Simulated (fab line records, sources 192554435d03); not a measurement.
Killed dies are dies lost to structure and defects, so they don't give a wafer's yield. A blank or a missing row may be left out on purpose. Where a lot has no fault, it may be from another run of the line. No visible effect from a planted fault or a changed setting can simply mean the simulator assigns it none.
fab line records ; flow n5Finfet
record lots=12; wafers=36; lastDay=17
route steps=1938 shown BEOL_M5@1170
lots with no fault: from the same line, run without faults
startH: hours from the record's opening day to when the first of the lot's shown wafers began ; waitH: time in hours since the lot's previous step ; " the same as in the row above ; L1.1+2: one row covering several wafers at once ; - no value, or no start was given ; * or withheld: withheld ; < > ~ a bound
route shown NAME@n: a module of which the file shows steps, and the number in the route of the first ; usual: mean and standard deviation over wafers with no fault ; same: alike in all rows ; chamber/n: place in a boat ; sites: readings site by site ; _std_site: their standard deviation ; _edge_site: outer sites' mean less inner sites' ; radiusMm: for every site, how far away it sits from the centre of the wafer ; mask NAME#n: copy n ; behind: tool/chamber where the wafer was last shaped ; hold: cause of the lot's hold/its duration in hours/its outcome ; device: names the non-switching transistor (n, p or np) ; end of line: the tests these same wafers got at the end of their route ; for a step that has no rows: nothing shown but its recipe ; killed: at the first sort, the dies lost to defects and structure; wafer yield is something else ; map: a wafer's dies, marking killed ones x, the rest . and places with no die _
set.NAME: the setting as run; set.NAME@STEP: as run at that earlier step ; model.NAME: the simulator's own value behind a step, which no gauge read
route steps across a sampled set of lots; one table per step, one row per wafer
services: from which hour (startH, from the record's first day; less than 0 if before it) a tool's chamber was out of use, for how many hours, and why
## steps
# step N5_BEOL_M5_DEGAS_44
# recipe ambient=vacuum; tempC=250; timeS=60
# usual heaterPowerW=350/22
lot.wafer;tool;chamber;startH;waitH;heaterPowerW
L456.1;pvdSputter-03;-;176.16;0.3;325
L456.2;pvdSputter-03;-;176.16;0.3;402
L456.4;pvdSputter-03;-;176.16;0.3;333
L461.1;pvdSputter-01;-;210.86;0.5;319
L461.3;pvdSputter-01;-;210.86;0.5;360
L461.4;pvdSputter-01;-;210.86;0.5;343
L462.3;pvdSputter-02;-;210.99;0.2;354
L462.4;pvdSputter-02;-;210.99;0.2;349
L462.5;pvdSputter-02;-;210.99;0.2;350
L460.1;pvdSputter-02;-;211.07;0.3;347
L460.5;pvdSputter-02;-;211.07;0.3;339
L460.6;pvdSputter-02;-;211.07;0.3;373
L464.3;pvdSputter-02;-;216.39;0.3;348
L464.4;pvdSputter-02;-;216.39;0.3;389
L464.6;pvdSputter-02;-;216.39;0.3;368
L466.2;pvdSputter-01;-;231.12;0.3;317
L466.5;pvdSputter-01;-;231.12;0.3;328
L466.6;pvdSputter-01;-;231.12;0.3;325
L469.4;pvdSputter-01;-;252.82;0.2;362
L469.5;pvdSputter-01;-;252.82;0.2;326
L469.6;pvdSputter-01;-;252.82;0.2;337
L468.1;pvdSputter-02;-;261.38;0.6;357
L468.3;pvdSputter-02;-;261.38;0.6;345
L468.4;pvdSputter-02;-;261.38;0.6;358
L473.2;pvdSputter-03;-;267.03;0.5;395
L473.3;pvdSputter-03;-;267.03;0.5;323
L473.5;pvdSputter-03;-;267.03;0.5;331
L472.1;pvdSputter-02;-;271.67;0.6;341
L472.4;pvdSputter-02;-;271.67;0.6;368
L472.6;pvdSputter-02;-;271.67;0.6;344
L478.1;pvdSputter-03;-;316.14;0.3;323
L478.3;pvdSputter-03;-;316.14;0.3;354
L478.5;pvdSputter-03;-;316.14;0.3;329
L479.3;pvdSputter-02;-;320.66;0.4;348
L479.4;pvdSputter-02;-;320.66;0.4;338
L479.6;pvdSputter-02;-;320.66;0.4;349
# step N5_BEOL_M5_ANNEAL_84
# recipe tempC=400; timeS=1800; ambient=vacuum
# usual heaterPowerW=871/57
lot.wafer;tool;chamber;startH;waitH;heaterPowerW
L456.1;pvdSputter-03;-;179.14;0.0;826
L456.2;pvdSputter-03;-;179.14;0.0;869
L456.4;pvdSputter-03;-;179.14;0.0;994
L461.1;pvdSputter-01;-;213.76;0.0;808
L461.3;pvdSputter-01;-;213.76;0.0;800
L461.4;pvdSputter-01;-;213.76;0.0;870
L462.3;pvdSputter-02;-;213.91;0.0;863
L462.4;pvdSputter-02;-;213.91;0.0;887
L462.5;pvdSputter-02;-;213.91;0.0;896
L460.1;pvdSputter-03;-;215.24;0.0;819
L460.5;pvdSputter-03;-;215.24;0.0;820
L460.6;pvdSputter-03;-;215.24;0.0;864
L464.3;pvdSputter-02;-;219.40;0.0;868
L464.4;pvdSputter-02;-;219.40;0.0;887
L464.6;pvdSputter-02;-;219.40;0.0;876
L466.2;pvdSputter-02;-;235.31;0.0;874
L466.5;pvdSputter-02;-;235.31;0.0;946
L466.6;pvdSputter-02;-;235.31;0.0;881
L469.4;pvdSputter-02;-;255.65;0.0;827
L469.5;pvdSputter-02;-;255.65;0.0;874
L469.6;pvdSputter-02;-;255.65;0.0;879
L468.1;pvdSputter-03;-;264.33;0.0;830
L468.3;pvdSputter-03;-;264.33;0.0;830
L468.4;pvdSputter-03;-;264.33;0.0;864
L473.2;pvdSputter-03;-;270.04;0.0;982
L473.3;pvdSputter-03;-;270.04;0.0;827
L473.5;pvdSputter-03;-;270.04;0.0;991
L472.1;pvdSputter-02;-;274.70;0.0;856
L472.4;pvdSputter-02;-;274.70;0.0;870
L472.6;pvdSputter-02;-;274.70;0.0;887
L478.1;pvdSputter-01;-;319.01;0.0;812
L478.3;pvdSputter-01;-;319.01;0.0;870
L478.5;pvdSputter-01;-;319.01;0.0;783
L479.3;pvdSputter-01;-;323.62;0.0;802
L479.4;pvdSputter-01;-;323.62;0.0;848
L479.6;pvdSputter-01;-;323.62;0.0;815
# step N5_BEOL_M5_ANNEAL_89
# recipe tempC=400; timeS=1800; ambient=vacuum
# usual heaterPowerW=869/58
lot.wafer;tool;chamber;startH;waitH;heaterPowerW
L456.1;pvdSputter-03;-;180.22;0.0;844
L456.2;pvdSputter-03;-;180.22;0.0;853
L456.4;pvdSputter-03;-;180.22;0.0;1023
L461.1;pvdSputter-01;-;214.85;0.0;795
L461.3;pvdSputter-01;-;214.85;0.0;815
L461.4;pvdSputter-01;-;214.85;0.0;885
L462.3;pvdSputter-02;-;215.00;0.0;846
L462.4;pvdSputter-02;-;215.00;0.0;870
L462.5;pvdSputter-02;-;215.00;0.0;863
L460.1;pvdSputter-03;-;216.32;0.0;843
L460.5;pvdSputter-03;-;216.32;0.0;841
L460.6;pvdSputter-03;-;216.32;0.0;862
L464.3;pvdSputter-02;-;220.49;0.0;890
L464.4;pvdSputter-02;-;220.49;0.0;868
L464.6;pvdSputter-02;-;220.49;0.0;905
L466.2;pvdSputter-02;-;236.39;0.0;872
L466.5;pvdSputter-02;-;236.39;0.0;944
L466.6;pvdSputter-02;-;236.39;0.0;893
L469.4;pvdSputter-02;-;256.73;0.0;840
L469.5;pvdSputter-02;-;256.73;0.0;880
L469.6;pvdSputter-02;-;256.73;0.0;885
L468.1;pvdSputter-03;-;265.42;0.0;834
L468.3;pvdSputter-03;-;265.42;0.0;817
L468.4;pvdSputter-03;-;265.42;0.0;847
L473.2;pvdSputter-03;-;271.13;0.0;1002
L473.3;pvdSputter-03;-;271.13;0.0;829
L473.5;pvdSputter-03;-;271.13;0.0;995
L472.1;pvdSputter-02;-;275.79;0.0;841
L472.4;pvdSputter-02;-;275.79;0.0;874
L472.6;pvdSputter-02;-;275.79;0.0;880
L478.1;pvdSputter-01;-;320.10;0.0;804
L478.3;pvdSputter-01;-;320.10;0.0;865
L478.5;pvdSputter-01;-;320.10;0.0;817
L479.3;pvdSputter-01;-;324.71;0.0;810
L479.4;pvdSputter-01;-;324.71;0.0;854
L479.6;pvdSputter-01;-;324.71;0.0;805
# step N5_BEOL_M5_CO_CAP_78
# recipe material=Co; targetThkA=20; tempC=200; precursor=CCTBA/H2; pressureTorr=30; timeS=102.1
# usual heaterPowerW=233/27; runLengthS=125.0/0.48
lot.wafer;tool;chamber;startH;waitH;heaterPowerW;runLengthS
L456.1;cvdCo-02;2;182.10;0.0;259;124.4
L456.2;cvdCo-02;1;182.10;0.0;230;124.7
L456.4;cvdCo-02;0;182.10;0.0;200;125.2
L461.1;cvdCo-02;2;216.73;0.0;265;124.4
L461.3;cvdCo-02;0;216.73;0.0;203;125.3
L461.4;cvdCo-02;0;216.73;0.0;198;125.1
L462.3;cvdCo-01;2;216.95;0.0;275;125.5
L462.4;cvdCo-01;2;216.95;0.0;278;125.6
L462.5;cvdCo-01;1;216.95;0.0;210;125.1
L460.1;cvdCo-02;0;218.35;0.0;207;125.4
L460.5;cvdCo-02;2;218.35;0.0;257;124.2
L460.6;cvdCo-02;1;218.35;0.0;225;124.5
L464.3;cvdCo-01;2;222.36;0.0;275;125.3
L464.4;cvdCo-01;1;222.36;0.0;211;125.4
L464.6;cvdCo-01;2;222.36;0.0;276;125.2
L466.2;cvdCo-02;2;238.27;0.0;258;124.4
L466.5;cvdCo-02;0;238.27;0.0;207;125.3
L466.6;cvdCo-02;2;238.27;0.0;257;124.2
L469.4;cvdCo-02;1;258.65;0.0;236;124.5
L469.5;cvdCo-02;2;258.65;0.0;262;99.8
L469.6;cvdCo-02;0;258.65;0.0;200;125.0
L468.1;cvdCo-01;0;267.40;0.0;221;124.8
L468.3;cvdCo-01;1;267.40;0.0;217;125.4
L468.4;cvdCo-01;0;267.40;0.0;220;124.7
L473.2;cvdCo-02;1;273.01;0.0;227;124.8
L473.3;cvdCo-02;2;273.01;0.0;261;124.2
L473.5;cvdCo-02;2;273.01;0.0;270;99.7
L472.1;cvdCo-02;1;277.99;0.0;231;99.1
L472.4;cvdCo-02;0;277.99;0.0;201;125.9
L472.6;cvdCo-02;2;277.99;0.0;256;125.1
L478.1;cvdCo-01;2;321.98;0.0;272;125.6
L478.3;cvdCo-01;0;321.98;0.0;218;124.8
L478.5;cvdCo-01;0;321.98;0.0;215;125.4
L479.3;cvdCo-01;0;326.59;0.0;216;124.8
L479.4;cvdCo-01;1;326.59;0.0;210;125.3
L479.6;cvdCo-01;0;326.59;0.0;223;125.4
## services
tool;chamber;startH;hours;kind
cvdCo-01;-;189.76;1.3;repair
cvdCo-02;2;195.82;16.5;repair
pvdSputter-02;-;238.19;1.5;repair
cvdCo-01;-;241.20;0.5;repair
cvdCo-02;-;268.73;0.5;repair
pvdSputter-02;-;285.64;5.0;repair
cvdCo-01;-;301.89;0.2;repair
## key
firstSign step=N5_BEOL_M5_CO_CAP_78; reading=runLengthS; direction=down; sigmas=53; usual=*; struck=*
effect none on later readings
metAt N5_BEOL_M5_CO_CAP_78
struckLots L469,L472,L473
struckWafers L469.5,L472.1,L473.5
notActingAt N5_BEOL_M5_DEGAS_44,N5_BEOL_M5_ANNEAL_84,N5_BEOL_M5_ANNEAL_89
onsetBetween 238.27 258.65
fault kind=processParameterDrift; tool=cvdCo-02; chamber=-; onsetH=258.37; steps=N5_BEOL_M5_CO_CAP_78; channel=timeS; offset=*; shape=step; endH=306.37; scope=struckWafersOnly; actsIn=*; stated=*
